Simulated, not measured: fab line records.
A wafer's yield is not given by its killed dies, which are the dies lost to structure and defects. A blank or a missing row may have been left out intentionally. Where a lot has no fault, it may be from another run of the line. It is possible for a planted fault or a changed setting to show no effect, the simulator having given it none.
The tool behind it: which one?	flow n5 finfet	66 wafers from 22 lots sampled at 6 of the route's 1938 steps

## WHAT EACH GAUGE READ, for each wafer
The record holds no reading of a measuring or inspecting step that can be judged against a usual standard deviation.

## TOOL THAT RAN EACH LOT (tool first, then ch and the chambers of the sampled wafers, then the start)
lot	N5_GATE_CUT_ETCH_37	N5_GATE_CUT_ALD_22	N5_GATE_CUT_CMP_23	N5_MOL_CONTACT_COAG_ETCH_105	N5_MOL_CONTACT_COAG_ETCH_15	N5_MOL_CONTACT_COAG_ALD_20
L074	rie diel-01 ch 0,2, day 4 11:35	ald sin-02 ch 0,2,3, day 4 12:20	cmp-04 ch 0,2, day 4 13:52	rie diel-04 ch 0,3, day 4 15:24	rie diel-04 ch 0,3, day 4 15:34	ald metal-03 ch 0,1,3, day 4 16:20
L075	rie diel-03 ch 1,2,3, day 4 20:46	ald sin-02 ch 2,3, day 4 21:32	cmp-01 ch 0,2,3, day 4 23:06	rie diel-06 ch 0,2, day 5 00:40	rie diel-06 ch 0,2, day 5 00:49	ald metal-04 ch 0,2, day 5 01:40
L077	rie diel-02 ch 1,2, day 5 06:34	ald sin-03 ch 1,2,3, day 5 07:20	cmp-01 ch 1,2,3, day 5 08:52	rie diel-04 ch 0,1, day 5 10:29	rie diel-04 ch 0,1, day 5 10:39	ald metal-04 ch 2,3, day 5 11:30
L078	rie diel-03 ch 1,2,3, day 5 11:14	ald sin-04 ch 0,2,3, day 5 12:00	cmp-01 ch 0,1,2, day 5 13:29	rie diel-06 ch 0,1,2, day 5 15:00	rie diel-06 ch 0,1,2, day 5 15:10	ald metal-04 ch 0,1,3, day 5 16:06
L079	rie diel-01 ch 1,2, day 5 18:38	ald sin-02 ch 0,1, day 5 19:23	cmp-01 ch 0,2,3, day 5 20:54	rie diel-05 ch 0,1,3, day 5 22:45	rie diel-05 ch 0,1,3, day 5 22:55	ald metal-02 ch 0,2,3, day 5 23:40
L080	rie diel-01 ch 0,1, day 6 00:10	ald sin-03 ch 0,3, day 6 00:56	cmp-01 ch 0,1, day 6 02:25	rie diel-05 ch 0,2,3, day 6 04:04	rie diel-05 ch 0,2,3, day 6 04:13	ald metal-02 ch 0,1,2, day 6 04:59
L081	rie diel-02 ch 1,2,3, day 6 04:59	ald sin-04 ch 0,1,2, day 6 06:02	cmp-02 ch 0,1,3, day 6 07:31	rie diel-04 ch 0,1,3, day 6 09:10	rie diel-04 ch 0,1,3, day 6 09:19	ald metal-04 ch 0,1,3, day 6 14:01
L082	rie diel-03 ch 0,3, day 6 12:20	ald sin-02 ch 0,1, day 6 13:07	cmp-02 ch 0,2, day 6 14:36	rie diel-06 ch 0,2,3, day 6 16:06	rie diel-06 ch 0,2,3, day 6 16:16	ald metal-03 ch 2,3, day 6 17:07
L083	rie diel-02 ch 2,3, day 6 18:07	ald sin-02 ch 0,2,3, day 6 19:11	cmp-02 ch 1,2, day 6 20:43	rie diel-04 ch 1,2, day 6 22:11	rie diel-04 ch 1,2, day 6 22:21	ald metal-03 ch 0,1,2, day 6 23:49
L084	rie diel-02 ch 1,2,3, day 7 01:36	ald sin-03 ch 0,1,3, day 7 02:40	cmp-02 ch 0,1,2, day 7 04:11	rie diel-06 ch 0,1,2, day 7 05:41	rie diel-06 ch 0,1,2, day 7 05:50	ald metal-03 ch 0,1,2, day 7 06:40
L085	rie diel-03 ch 1,2,3, day 7 10:16	ald sin-02 ch 0,2, day 7 11:50	cmp-02 ch 0,1,3, day 7 13:22	rie diel-06 ch 0,1,2, day 7 14:58	rie diel-06 ch 0,1,2, day 7 15:08	ald metal-04 ch 0,1,3, day 7 16:40
L087	rie diel-01 ch 0,3, day 8 00:01	ald sin-03 ch 0,1, day 8 00:46	cmp-04 ch 0,3, day 8 02:16	rie diel-06 ch 1,2, day 8 03:52	rie diel-06 ch 1,2, day 8 04:02	ald metal-03 ch 0,2,3, day 8 05:54
L088	rie diel-01 ch 0,3, day 8 01:55	ald sin-03 ch 0,3, day 8 03:05	cmp-01 ch 0,2,3, day 8 04:37	rie diel-06 ch 0,1, day 8 06:44	rie diel-06 ch 0,1, day 8 06:54	ald metal-03 ch 2,3, day 8 09:22
L089	rie diel-03 ch 1,2, day 8 07:44	ald sin-04 ch 0,2, day 8 08:32	cmp-04 ch 0,1,3, day 8 10:04	rie diel-04 ch 0,1,3, day 8 11:32	rie diel-04 ch 0,1,3, day 8 11:42	ald metal-02 ch 0,3, day 8 12:50
L090	rie diel-01 ch 1,2,3, day 8 16:29	ald sin-04 ch 0,2,3, day 8 18:21	cmp-02 ch 2,3, day 8 19:50	rie diel-05 ch 0,1, day 8 21:21	rie diel-05 ch 0,1, day 8 21:31	ald metal-02 ch 0,1,2, day 8 23:49
L091	rie diel-02 ch 0,2,3, day 8 19:00	ald sin-04 ch 0,1,3, day 8 21:26	cmp-04 ch 0,2, day 8 22:58	rie diel-06 ch 2,3, day 9 00:27	rie diel-06 ch 2,3, day 9 00:37	ald metal-03 ch 1,2, day 9 03:23
L092	rie diel-03 ch 0,2,3, day 9 02:56	ald sin-03 ch 0,2, day 9 03:41	cmp-02 ch 0,1,2, day 9 05:11	rie diel-06 ch 0,2,3, day 9 06:56	rie diel-06 ch 0,2,3, day 9 07:05	ald metal-03 ch 0,1,3, day 9 07:53
L093	rie diel-03 ch 0,1,3, day 9 13:46	ald sin-02 ch 1,2, day 9 14:32	cmp-02 ch 1,2, day 9 16:04	rie diel-05 ch 0,3, day 9 17:40	rie diel-05 ch 0,3, day 9 17:49	ald metal-03 ch 0,1,3, day 9 18:46
L094	rie diel-01 ch 1,2, day 9 16:58	ald sin-02 ch 0,2, day 9 17:46	cmp-04 ch 0,1,2, day 9 19:20	rie diel-05 ch 0,2, day 9 20:46	rie diel-05 ch 0,2, day 9 20:56	ald metal-03 ch 1,2,3, day 9 21:55
L095	rie diel-01 ch 1,2, day 9 19:32	ald sin-02 ch 1,2, day 9 20:17	cmp-01 ch 0,1,3, day 9 21:47	rie diel-06 ch 0,1,2, day 9 23:25	rie diel-06 ch 0,1,2, day 9 23:35	ald metal-04 ch 0,1,2, day 10 01:29
L096	rie diel-01 ch 0,2,3, day 10 06:34	ald sin-02 ch 2,3, day 10 07:19	cmp-01 ch 0,2,3, day 10 08:55	rie diel-05 ch 0,2, day 10 11:18	rie diel-05 ch 0,2, day 10 11:28	ald metal-03 ch 1,2, day 10 12:17
L097	rie diel-02 ch 0,1,2, day 10 08:53	ald sin-02 ch 0,2,3, day 10 09:38	cmp-01 ch 2,3, day 10 11:17	rie diel-06 ch 0,2, day 10 12:53	rie diel-06 ch 0,2, day 10 13:03	ald metal-02 ch 0,2,3, day 10 14:19
- N5_GATE_CUT_ETCH_37: etches SOC in N2/H2, target depth 60 nm, overetch 12 nm, time 90 s.
- N5_GATE_CUT_ALD_22: deposits SiNx, target thk 16 nm, pulse time 1 s, ald cycles 320.
- N5_GATE_CUT_CMP_23: polishes, stops on SiO2, t overpolish 23.4 s, target thk 16 nm.
- N5_MOL_CONTACT_COAG_ETCH_105: etches SiARC in CF4, target depth 15.6 nm, time 26 s.
- N5_MOL_CONTACT_COAG_ETCH_15: etches SiNx in CH3F/O2, stops on Si:P, target depth 7 nm.
- N5_MOL_CONTACT_COAG_ALD_20: deposits TiN, target thk 1.5 nm, pulse time 1 s, purge time 3 s.

## AS READ BY THE TOOLS THEMSELVES (means over the sampled wafers that have a number; for cases with no such wafer, the mark the record gives instead)
N5_GATE_CUT_ETCH_37. Usual: drypump motor current A 5.8 A, standard deviation 0.5; oes product au 0.69 a.u., standard deviation 0.067; rf vpp V 525.0 V, standard deviation 2.4; showerhead plenum p Torr 2.58 Torr, standard deviation 0.073; throttle valve pct 17.79 %, standard deviation 0.21.
lot	tool	drypump motor current A (A)	oes product au (a.u.)	rf vpp V (V)	showerhead plenum p Torr (Torr)	throttle valve pct (%)	flag
L074	rie diel-01	5.7	0.65	526.6	2.63	17.73	
L075	rie diel-03	5.6	0.66	526.3	2.60	17.93	
L077	rie diel-02	6.3	0.67	523.1	2.55	17.95	
L078	rie diel-03	5.7	0.65	524.5	2.60	17.94	
L079	rie diel-01	5.8	0.71	527.0	2.66	17.54	
L080	rie diel-01	5.9	0.81	528.1	2.65	17.57	
L081	rie diel-02	6.0	0.66	522.8	2.50	17.86	
L082	rie diel-03	6.4	0.68	525.3	2.60	18.00	
L083	rie diel-02	6.2	0.65	522.2	2.50	18.06	
L084	rie diel-02	5.9	0.66	521.4	2.50	17.86	
L085	rie diel-03	5.7	0.72	525.4	2.60	17.79	
L087	rie diel-01	6.1	0.71	524.6	2.54	17.77	
L088	rie diel-01	6.2	0.71	524.8	2.54	17.77	
L089	rie diel-03	5.3	0.76	524.2	2.54	17.63	
L090	rie diel-01	6.0	0.70	526.0	2.61	17.65	
L091	rie diel-02	5.7	0.72	525.8	2.62	17.83	
L092	rie diel-03	5.9	0.70	525.0	2.56	17.86	
L093	rie diel-03	6.2	0.66	526.8	2.61	18.00	
L094	rie diel-01	5.8	0.68	526.7	2.65	17.60	
L095	rie diel-01	5.8	0.68	527.2	2.65	17.59	
L096	rie diel-01	5.9	0.69	524.2	2.58	17.73	
L097	rie diel-02	5.8	0.64	524.2	2.55	17.91	

N5_GATE_CUT_ALD_22. Usual: heater power w 879 W, standard deviation 88; precursor pulse height rel 1.002, standard deviation 0.02.
lot	tool	heater power w (W)	precursor pulse height rel	flag
L074	ald sin-02	906	1.003	
L075	ald sin-02	846	0.999	
L077	ald sin-03	870	1.006	
L078	ald sin-04	836	1.006	
L079	ald sin-02	967	0.989	
L080	ald sin-03	939	1.025	
L081	ald sin-04	825	1.012	
L082	ald sin-02	947	1.014	
L083	ald sin-02	898	1.015	
L084	ald sin-03	874	0.998	
L085	ald sin-02	987	1.022	
L087	ald sin-03	836	0.991	
L088	ald sin-03	938	1.007	
L089	ald sin-04	839	0.985	
L090	ald sin-04	853	0.989	
L091	ald sin-04	856	0.987	
L092	ald sin-03	948	1.011	
L093	ald sin-02	843	1.002	
L094	ald sin-02	929	1.002	
L095	ald sin-02	850	0.999	
L096	ald sin-02	868	1.001	
L097	ald sin-02	931	1.008	

N5_GATE_CUT_CMP_23. Usual: head pressure psi 2.500 psi, standard deviation 0.0059; motor current A 9.3 A, standard deviation 1; overpolish run s 23.399 s, standard deviation 0.0083; retaining ring pressure frac 1.000, standard deviation 0.005; time to endpoint s 18.1 s, standard deviation 2.7.
lot	tool	head pressure psi (psi)	motor current A (A)	overpolish run s (s)	retaining ring pressure frac	time to endpoint s (s)	flag
L074	cmp-04	2.502	10.3	23.401	0.999	20.7	
L075	cmp-01	2.493	9.0	23.401	1.001	19.3	
L077	cmp-01	2.504	8.7	23.399	1.004	16.9	
L078	cmp-01	2.500	8.2	23.404	1.002	20.4	
L079	cmp-01	2.500	8.8	23.405	1.001	15.4	
L080	cmp-01	2.505	8.0	23.400	0.995	15.6	
L081	cmp-02	2.499	9.9	23.406	0.999	16.2	
L082	cmp-02	2.496	9.7	23.396	1.003	13.6	
L083	cmp-02	2.506	9.5	23.387	0.996	14.2	
L084	cmp-02	2.500	9.7	23.396	1.005	17.8	
L085	cmp-02	2.499	10.0	23.399	0.999	20.1	
L087	cmp-04	2.499	8.6	23.391	0.997	20.9	
L088	cmp-01	2.493	9.1	23.400	1.000	18.5	
L089	cmp-04	2.492	9.5	23.405	1.001	19.6	
L090	cmp-02	2.502	9.7	23.393	0.997	19.4	
L091	cmp-04	2.500	10.3	23.398	1.002	20.1	
L092	cmp-02	2.505	9.6	23.396	1.004	19.0	
L093	cmp-02	2.509	9.4	23.404	1.001	16.2	
L094	cmp-04	2.499	10.7	23.398	1.003	19.8	
L095	cmp-01	2.502	8.7	23.399	1.003	15.3	
L096	cmp-01	2.498	8.8	23.396	1.000	15.7	
L097	cmp-01	2.497	9.2	23.390	0.998	18.6	

N5_MOL_CONTACT_COAG_ETCH_105. Usual: drypump motor current A 5.4 A, standard deviation 0.48; etch rf on time s 25.9 s, standard deviation 0.66; oes product au 0.66 a.u., standard deviation 0.065; rf vpp V 184.0 V, standard deviation 1.3; showerhead plenum p Torr 2.13 Torr, standard deviation 0.075; throttle valve pct 15.68 %, standard deviation 0.19.
lot	tool	drypump motor current A (A)	etch rf on time s (s)	oes product au (a.u.)	rf vpp V (V)	showerhead plenum p Torr (Torr)	throttle valve pct (%)	flag
L074	rie diel-04	5.5	26.5	0.63	185.6	2.19	15.62	
L075	rie diel-06	5.1	25.5	0.66	183.8	2.11	15.67	
L077	rie diel-04	5.8	26.4	0.63	183.0	2.10	15.49	
L078	rie diel-06	5.2	25.4	0.66	184.5	2.11	15.74	
L079	rie diel-05	5.8	26.1	0.68	185.1	2.14	15.68	
L080	rie diel-05	5.9	25.9	0.68	184.8	2.18	15.63	
L081	rie diel-04	5.6	25.9	0.64	184.3	2.13	15.59	
L082	rie diel-06	5.0	25.7	0.63	183.2	2.07	15.75	
L083	rie diel-04	6.2	25.7	0.72	183.0	2.08	15.64	
L084	rie diel-06	5.2	25.8	0.64	184.5	2.11	15.77	
L085	rie diel-06	5.2	25.5	0.64	183.5	2.11	15.78	
L087	rie diel-06	5.5	25.7	0.63	183.9	2.13	15.90	
L088	rie diel-06	5.3	25.4	0.64	183.9	2.11	15.85	
L089	rie diel-04	5.6	26.1	0.63	184.6	2.13	15.61	
L090	rie diel-05	5.4	25.9	0.72	183.8	2.15	15.64	
L091	rie diel-06	5.2	25.4	0.70	184.8	2.17	15.67	
L092	rie diel-06	5.0	25.4	0.71	184.7	2.15	15.63	
L093	rie diel-05	6.2	26.6	0.59	183.8	2.10	15.83	
L094	rie diel-05	5.7	25.8	0.67	185.9	2.25	15.76	
L095	rie diel-06	5.2	26.0	0.62	182.9	2.10	15.81	
L096	rie diel-05	5.7	25.7	0.67	185.8	2.25	15.76	
L097	rie diel-06	5.0	25.8	0.63	182.7	2.08	15.72	

N5_MOL_CONTACT_COAG_ETCH_15. Usual: drypump motor current A 5.4 A, standard deviation 0.48; oes product au 0.57 a.u., standard deviation 0.053; rf vpp V 294 V, standard deviation 5.5; showerhead plenum p Torr 2.00 Torr, standard deviation 0.074; throttle valve pct 16.42 %, standard deviation 0.2.
lot	tool	drypump motor current A (A)	oes product au (a.u.)	rf vpp V (V)	showerhead plenum p Torr (Torr)	throttle valve pct (%)	flag
L074	rie diel-04	5.6	0.55	297	2.06	16.40	
L075	rie diel-06	5.1	0.56	288	1.97	16.42	
L077	rie diel-04	5.8	0.55	297	1.96	16.20	
L078	rie diel-06	5.2	0.55	293	1.98	16.50	
L079	rie diel-05	5.8	0.59	292	2.00	16.39	
L080	rie diel-05	5.9	0.58	293	2.04	16.32	
L081	rie diel-04	5.6	0.54	296	2.00	16.33	
L082	rie diel-06	5.0	0.54	288	1.94	16.52	
L083	rie diel-04	6.2	0.61	294	1.95	16.40	
L084	rie diel-06	5.2	0.55	293	1.97	16.52	
L085	rie diel-06	5.2	0.54	292	1.97	16.52	
L087	rie diel-06	5.5	0.54	300	1.99	16.63	
L088	rie diel-06	5.3	0.55	298	1.97	16.60	
L089	rie diel-04	5.6	0.54	298	1.99	16.36	
L090	rie diel-05	5.4	0.61	294	2.01	16.35	
L091	rie diel-06	5.2	0.59	291	2.04	16.44	
L092	rie diel-06	5.0	0.59	291	2.02	16.40	
L093	rie diel-05	6.2	0.52	291	1.96	16.53	
L094	rie diel-05	5.7	0.58	297	2.10	16.46	
L095	rie diel-06	5.2	0.54	294	1.97	16.57	
L096	rie diel-05	5.7	0.57	297	2.10	16.47	
L097	rie diel-06	5.0	0.54	287	1.94	16.47	

N5_MOL_CONTACT_COAG_ALD_20. Usual: heater power w 868 W, standard deviation 96; precursor pulse height rel 1.001, standard deviation 0.02.
lot	tool	heater power w (W)	precursor pulse height rel	flag
L074	ald metal-03	813	1.005	
L075	ald metal-04	983	1.003	
L077	ald metal-04	887	1.012	
L078	ald metal-04	925	1.005	
L079	ald metal-02	920	1.021	
L080	ald metal-02	888	0.997	
L081	ald metal-04	910	1.001	
L082	ald metal-03	871	1.003	
L083	ald metal-03	805	0.976	
L084	ald metal-03	811	1.017	
L085	ald metal-04	924	1.007	
L087	ald metal-03	826	1.009	
L088	ald metal-03	878	1.005	
L089	ald metal-02	908	1.005	
L090	ald metal-02	895	1.017	
L091	ald metal-03	864	0.989	
L092	ald metal-03	798	0.993	
L093	ald metal-03	805	1.021	
L094	ald metal-03	862	1.003	
L095	ald metal-04	993	0.991	
L096	ald metal-03	873	0.998	
L097	ald metal-02	930	0.991	

## THE ANSWER, worked out from the rows above alone
Rule: take the mean of a lot's wafers that have a number; if it is more than 3 standard deviations from the usual mean, the lot is off. A lot without any number at a reading at which 4 lots or more have one is off too. All remaining lots with rows at the step are treated as sound. After the gauges, taken in route order, come the tools' own readings; for these a lot's mean is taken, as printed above. The first step at which some lot is off is used, and at that step the reading that is off furthest; a lot without a number counts as furthest.
No lot is off on any of the readings shown, so nothing can be concluded from this.

## WHAT WAS PUT IN BY THE SIMULATOR
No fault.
